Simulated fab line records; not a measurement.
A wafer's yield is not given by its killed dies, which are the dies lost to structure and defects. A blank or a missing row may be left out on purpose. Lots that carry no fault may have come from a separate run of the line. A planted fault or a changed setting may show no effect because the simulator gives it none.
Code-filled problem report in 8D (eight disciplines) form | flow n5 finfet | the parts of the form that need people (team, actions taken, sign-off) are left out

## 1. WHAT WENT WRONG
bias w at N5_PASSIVATION_ETCH_54 reads a mean of 160.1 W on 3 wafers of 2 lots; wafers without a fault read 170.0 W with a standard deviation of 0.56. That puts it -18 standard deviations away from the usual mean.
The step: etches SiO2 in CHF3/O2, target depth 880 nm, time 440 s.
First seen on wafer L932.1, day 15 18:17, on rie diel-06. The record holds 18 wafers of 6 lots with a number at this step. Rule for "out" (also "out of limits"): further than 4 standard deviations from the usual mean. Any other wafer with a number is counted as sound.

## 2. WHAT IT IS, AND WHAT IT ISN'T
question                    | is                     | is not
which readings at this step | bias w, rf vpp V       | drypump motor current A, oes product au, showerhead plenum p Torr, throttle valve pct
which lots                  | L932, L933             | L923, L924, L939, L943
which wafers of those lots  | L932.1, L932.5, L933.4 | L932.4, L933.1, L933.6
read on which tools         | rie diel-06            | rie diel-03, rie diel-04
when                        | from day 15 18:17      | up to then (7 sound wafers); but 8 sound wafers of L933, L939, L943 came after

## 3. WHAT RULES OUT EACH SUSPECT
Counting: if a tool at a process step up to the reading ran every lot that is out, it stays a suspect. Sound lots after the first of them don't rule it out here, since some wafers of a struck lot are sound.
- rie diel-06 at N5_PASSIVATION_DESCUM_46 (chemistry O2, time 7.9 s): kept. Ran every lot that is out, first one L932 (day 15 18:02); last sound lot up to then L924 (day 13 06:52).
- rie diel-06 at N5_PASSIVATION_PASS_ETCH_47 (etches SiNx in CF4/O2, target depth 770 nm, time 385 s): kept. Ran every lot that is out, first one L932 (day 15 18:04); last sound lot up to then L924 (day 13 06:55).
- rie diel-06 at N5_PASSIVATION_ETCH_54 (etches SiO2 in CHF3/O2, target depth 880 nm, time 440 s): kept. Ran every lot that is out, first one L932 (day 15 18:17); last sound lot up to then L924 (day 13 07:08). Out on those wafers are its own readings of bias w, rf vpp V.
- In rie diel-06 at N5_PASSIVATION_DESCUM_46, the wafers that are out were processed in chamber 1 and their sound lot-mates in chambers 0, 2.
- In rie diel-06 at N5_PASSIVATION_PASS_ETCH_47, the wafers that are out were processed in chamber 1 and their sound lot-mates in chambers 0, 2.
- In rie diel-06 at N5_PASSIVATION_ETCH_54, the wafers that are out were processed in chamber 1 and their sound lot-mates in chambers 0, 2.
rie diel-06 at N5_PASSIVATION_DESCUM_46, rie diel-06 at N5_PASSIVATION_PASS_ETCH_47 and rie diel-06 at N5_PASSIVATION_ETCH_54 are what is left after counting.

## 4. THE CAUSE (what the simulator had put in)
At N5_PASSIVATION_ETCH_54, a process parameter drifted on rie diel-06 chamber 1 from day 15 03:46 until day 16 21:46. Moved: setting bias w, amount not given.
Counting leaves 3 suspects; this tool is one of them.

## 5. THE EFFECT CHAIN, in route order
Each row: a reading whose mean over the struck wafers that have a number lies more than 3 standard deviations from the usual. Scope: only readings with a usual standard deviation given in the record; hours: median across lots of the time from each lot's start at the first step in this table that gives one to its start at this step; sigmas: change in usual standard deviations.
hours | step                   | reading  | usual   | on struck wafers | change | sigmas
0     | N5_PASSIVATION_ETCH_54 | bias w   | 170.0 W | 160.1            | -9.9   | -18
0     | N5_PASSIVATION_ETCH_54 | rf vpp V | 524 V   | 493              | -31    | -5.4
Process steps it contains:
- N5_PASSIVATION_ETCH_54: etches SiO2 in CHF3/O2, target depth 880 nm, time 440 s.

## 6. WHAT WOULD HAVE CAUGHT IT SOONER
In this record no reading fell out of limits until day 15 18:17, 15 hours after the fault had begun at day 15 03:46.
